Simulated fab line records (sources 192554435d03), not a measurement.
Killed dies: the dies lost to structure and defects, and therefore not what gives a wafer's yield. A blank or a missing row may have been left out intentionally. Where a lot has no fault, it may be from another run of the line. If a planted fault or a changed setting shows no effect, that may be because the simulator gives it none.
Split-lot experiment :: flow n5Finfet :: route with 1938 steps; 7 lots, 39 wafers read

## THE SPLIT ITSELF
At N5_BEOL_M7_TRENCH_ETCH_37 (etches SiCOH lowk in C4F6/O2, target depth 93.478 nm, time 31.2 s), the setting timeS was moved away from the recipe's 31.2 s on 18 of the 39 wafers read, by -54.9% to +44.8%. For the rest of the wafers, this setting stayed at what the recipe calls for.

## FROM THE SPLIT TO THE READING: what the file shows between them, 11 steps
- N5_BEOL_M7_ETCH_41: etches SiCN in CH3F/O2, target depth 31.9 nm, time 57.8 s
- N5_BEOL_M7_STRIP_80: strips in N2/H2, time 10 s
- N5_BEOL_M7_OCD_MEAS_38
- N5_BEOL_M7_HM_STRIP_39: strips TiN in peroxide tin strip, target depth 25 nm, time 158 s
- N5_BEOL_M7_SRD_40: time 30 s
- N5_BEOL_M7_ECD_50: material Cu, target thk 300 nm
- N5_BEOL_M7_ANNEAL_51: time 90 s
- N5_BEOL_M7_CMP_52: polishes, stops on SiCOH lowk, t overpolish 6.9 s, target thk 80 nm
- N5_BEOL_M7_THK_MEAS_53: measures by xrf
- N5_BEOL_M7_PRE_CLEAN_55: time 15 s
- N5_BEOL_M7_DEP_56: deposits SiCN from 3MS/NH3, target thk 10 nm, time 17.5 s

## THE READING
Measured at N5_BEOL_M7_RS_MEAS_57 by four-point probe: M7_RS, in ohm/sq. A value of 0.288 ohm/sq with a standard deviation of 0.0059 ohm/sq is what fault-free wafers of this fab line usually give.

wafer: L076.1
tool, chamber at the split: rieDiel-02, 1
timeS as run, s: 31.2
against the recipe: recipe
M7_RS, ohm/sq: 0.287
against lot-mates on the recipe: -

wafer: L076.2
tool, chamber at the split: rieDiel-02, 3
timeS as run, s: 31.2
against the recipe: recipe
M7_RS, ohm/sq: 0.303
against lot-mates on the recipe: -

wafer: L076.3
tool, chamber at the split: rieDiel-02, 0
timeS as run, s: 31.2
against the recipe: recipe
M7_RS, ohm/sq: 0.297
against lot-mates on the recipe: -

wafer: L076.4
tool, chamber at the split: rieDiel-02, 2
timeS as run, s: 40.61
against the recipe: +30.2%
M7_RS, ohm/sq: 0.203
against lot-mates on the recipe: -0.093

wafer: L076.5
tool, chamber at the split: rieDiel-02, 2
timeS as run, s: 40.61
against the recipe: +30.2%
M7_RS, ohm/sq: 0.199
against lot-mates on the recipe: -0.097

wafer: L076.6
tool, chamber at the split: rieDiel-02, 1
timeS as run, s: 40.61
against the recipe: +30.2%
M7_RS, ohm/sq: 0.201
against lot-mates on the recipe: -0.095

wafer: L078.1
tool, chamber at the split: rieDiel-06, 1
timeS as run, s: 14.06
against the recipe: -54.9%
M7_RS, ohm/sq: 1.023
against lot-mates on the recipe: +0.738

wafer: L078.2
tool, chamber at the split: rieDiel-06, 3
timeS as run, s: 31.2
against the recipe: recipe
M7_RS, ohm/sq: 0.287
against lot-mates on the recipe: -

wafer: L078.3
tool, chamber at the split: rieDiel-06, 0
timeS as run, s: 14.06
against the recipe: -54.9%
M7_RS, ohm/sq: 1.011
against lot-mates on the recipe: +0.726

wafer: L078.4
tool, chamber at the split: rieDiel-06, 2
timeS as run, s: 14.06
against the recipe: -54.9%
M7_RS, ohm/sq: 1.081
against lot-mates on the recipe: +0.796

wafer: L078.5
tool, chamber at the split: rieDiel-06, 1
timeS as run, s: 31.2
against the recipe: recipe
M7_RS, ohm/sq: 0.285
against lot-mates on the recipe: -

wafer: L078.6
tool, chamber at the split: rieDiel-06, 0
timeS as run, s: 31.2
against the recipe: recipe
M7_RS, ohm/sq: 0.284
against lot-mates on the recipe: -

wafer: L085.1
tool, chamber at the split: rieDiel-02, 3
timeS as run, s: 40.34
against the recipe: +29.3%
M7_RS, ohm/sq: 0.209
against lot-mates on the recipe: -0.077

wafer: L085.2
tool, chamber at the split: rieDiel-02, 1
timeS as run, s: 31.2
against the recipe: recipe
M7_RS, ohm/sq: 0.285
against lot-mates on the recipe: -

wafer: L085.3
tool, chamber at the split: rieDiel-02, 2
timeS as run, s: 31.2
against the recipe: recipe
M7_RS, ohm/sq: 0.286
against lot-mates on the recipe: -

wafer: L085.4
tool, chamber at the split: rieDiel-02, 0
timeS as run, s: 31.2
against the recipe: recipe
M7_RS, ohm/sq: 0.288
against lot-mates on the recipe: -

wafer: L085.5
tool, chamber at the split: rieDiel-02, 2
timeS as run, s: 40.34
against the recipe: +29.3%
M7_RS, ohm/sq: 0.204
against lot-mates on the recipe: -0.082

wafer: L085.6
tool, chamber at the split: rieDiel-02, 1
timeS as run, s: 40.34
against the recipe: +29.3%
M7_RS, ohm/sq: 0.205
against lot-mates on the recipe: -0.081

wafer: L089.1
tool, chamber at the split: rieDiel-01, 3
timeS as run, s: 15.96
against the recipe: -48.8%
M7_RS, ohm/sq: 0.866
against lot-mates on the recipe: +0.576

wafer: L089.2
tool, chamber at the split: rieDiel-01, 0
timeS as run, s: 15.96
against the recipe: -48.8%
M7_RS, ohm/sq: 0.871
against lot-mates on the recipe: +0.581

wafer: L089.3
tool, chamber at the split: rieDiel-01, 2
timeS as run, s: 31.2
against the recipe: recipe
M7_RS, ohm/sq: 0.283
against lot-mates on the recipe: -

wafer: L089.4
tool, chamber at the split: rieDiel-01, 1
timeS as run, s: 31.2
against the recipe: recipe
M7_RS, ohm/sq: 0.294
against lot-mates on the recipe: -

wafer: L089.5
tool, chamber at the split: rieDiel-01, 1
timeS as run, s: 15.96
against the recipe: -48.8%
M7_RS, ohm/sq: 0.823
against lot-mates on the recipe: +0.533

wafer: L089.6
tool, chamber at the split: rieDiel-01, 0
timeS as run, s: 31.2
against the recipe: recipe
M7_RS, ohm/sq: 0.294
against lot-mates on the recipe: -

wafer: L093.1
tool, chamber at the split: rieDiel-06, 1
timeS as run, s: 31.2
against the recipe: recipe
M7_RS, ohm/sq: 0.288
against lot-mates on the recipe: -

wafer: L093.2
tool, chamber at the split: rieDiel-06, 0
timeS as run, s: 31.2
against the recipe: recipe
M7_RS, ohm/sq: 0.285
against lot-mates on the recipe: -

wafer: L093.3
tool, chamber at the split: rieDiel-06, 3
timeS as run, s: 25.84
against the recipe: -17.2%
M7_RS, ohm/sq: 0.367
against lot-mates on the recipe: +0.083

wafer: L093.4
tool, chamber at the split: rieDiel-06, 0
timeS as run, s: 25.84
against the recipe: -17.2%
M7_RS, ohm/sq: 0.366
against lot-mates on the recipe: +0.082

wafer: L093.5
tool, chamber at the split: rieDiel-06, 1
timeS as run, s: 25.84
against the recipe: -17.2%
M7_RS, ohm/sq: 0.380
against lot-mates on the recipe: +0.096

wafer: L093.6
tool, chamber at the split: rieDiel-06, 3
timeS as run, s: 31.2
against the recipe: recipe
M7_RS, ohm/sq: 0.278
against lot-mates on the recipe: -

wafer: L094.1
tool, chamber at the split: rieDiel-01, 1
timeS as run, s: 31.2
against the recipe: recipe
M7_RS, ohm/sq: 0.295
against lot-mates on the recipe: -

wafer: L094.2
tool, chamber at the split: rieDiel-01, 0
timeS as run, s: 31.2
against the recipe: recipe
M7_RS, ohm/sq: 0.296
against lot-mates on the recipe: -

wafer: L094.3
tool, chamber at the split: rieDiel-01, 2
timeS as run, s: 45.19
against the recipe: +44.8%
M7_RS, ohm/sq: 0.174
against lot-mates on the recipe: -0.117

wafer: L094.4
tool, chamber at the split: rieDiel-01, 3
timeS as run, s: 45.19
against the recipe: +44.8%
M7_RS, ohm/sq: 0.177
against lot-mates on the recipe: -0.114

wafer: L094.5
tool, chamber at the split: rieDiel-01, 2
timeS as run, s: 31.2
against the recipe: recipe
M7_RS, ohm/sq: 0.281
against lot-mates on the recipe: -

wafer: L094.6
tool, chamber at the split: rieDiel-01, 1
timeS as run, s: 45.19
against the recipe: +44.8%
M7_RS, ohm/sq: 0.180
against lot-mates on the recipe: -0.111

wafer: L096.1
tool, chamber at the split: rieDiel-01, 3
timeS as run, s: 31.2
against the recipe: recipe
M7_RS, ohm/sq: 0.288
against lot-mates on the recipe: -

wafer: L096.2
tool, chamber at the split: rieDiel-01, 0
timeS as run, s: 31.2
against the recipe: recipe
M7_RS, ohm/sq: 0.296
against lot-mates on the recipe: -

wafer: L096.5
tool, chamber at the split: rieDiel-01, 3
timeS as run, s: 31.2
against the recipe: recipe
M7_RS, ohm/sq: 0.291
against lot-mates on the recipe: -

THE FIT
A straight line over all 39 wafers: M7_RS changes by -0.00834 ohm/sq for each +1% of timeS; r = -0.89; the points scatter about the line by 0.12 ohm/sq.
The same after taking each lot's own level away (the mean of its wafers on the recipe; 39 wafers): -0.00838 ohm/sq for each +1%; r = -0.90; scatter 0.11 ohm/sq.
The reading moves by 0.46 ohm/sq for the largest change in timeS, on that fit.
From 0.2837 to 0.2957 ohm/sq: that is the span of the lots' own levels, equal to 2.0 times the standard deviation above.
Consequently the slope shifts little with the lot-to-lot level, the two slopes agreeing.
Check: +0.506 ohm/sq against its lot-mates is what the line predicts for one of the wafers moved furthest among these (-54.9%) when that wafer is left out of the fit. Against them it came out at +0.738 ohm/sq.

## THE WHOLE CHAIN: every reading that the file lists as answering this split, in the file's order
step: N5_BEOL_M7_TRENCH_ETCH_37
what it does: etches SiCOH lowk in C4F6/O2, target depth 93.478 nm, time 31.2 s
reading: etch.depthNm (the simulator's own value, which no gauge read)
change (the file's fit): +0.951 nm for each +1% of the setting
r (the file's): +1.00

step: N5_BEOL_M7_TRENCH_ETCH_37
what it does: etches SiCOH lowk in C4F6/O2, target depth 93.478 nm, time 31.2 s
reading: BEOL_M7.featureDepthNm (the simulator's own value, which no gauge read)
change (the file's fit): +0.952 nm for each +1% of the setting
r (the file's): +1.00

step: N5_BEOL_M7_TRENCH_ETCH_37
what it does: etches SiCOH lowk in C4F6/O2, target depth 93.478 nm, time 31.2 s
reading: TiN_of_BEOL_M7_HM_DEP_02.thkNm (the simulator's own value, which no gauge read)
change (the file's fit): -0.0261 nm for each +1% of the setting
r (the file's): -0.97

step: N5_BEOL_M7_OCD_MEAS_38
what it does: 
reading: trenchDepthNm
change (the file's fit): +0.948 nm for each +1% of the setting
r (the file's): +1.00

step: N5_BEOL_M7_CMP_52
what it does: polishes, stops on SiCOH lowk, t overpolish 6.9 s, target thk 80 nm
reading: Cu_of_BEOL_M7_ECD_50.thkNm (the simulator's own value, which no gauge read)
change (the file's fit): +0.943 nm for each +1% of the setting
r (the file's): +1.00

step: N5_BEOL_M7_THK_MEAS_53
what it does: measures by xrf
reading: M7_THK
change (the file's fit): +0.953 for each +1% of the setting
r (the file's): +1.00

step: N5_BEOL_M7_RS_MEAS_57
what it does: measures by four-point-probe
reading: M7_RS
change (the file's fit): -0.00851 for each +1% of the setting
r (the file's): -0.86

## FILE'S OWN FIT
M7_RS changes by -0.00851 ohm/sq for each +1% of timeS, r = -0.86.
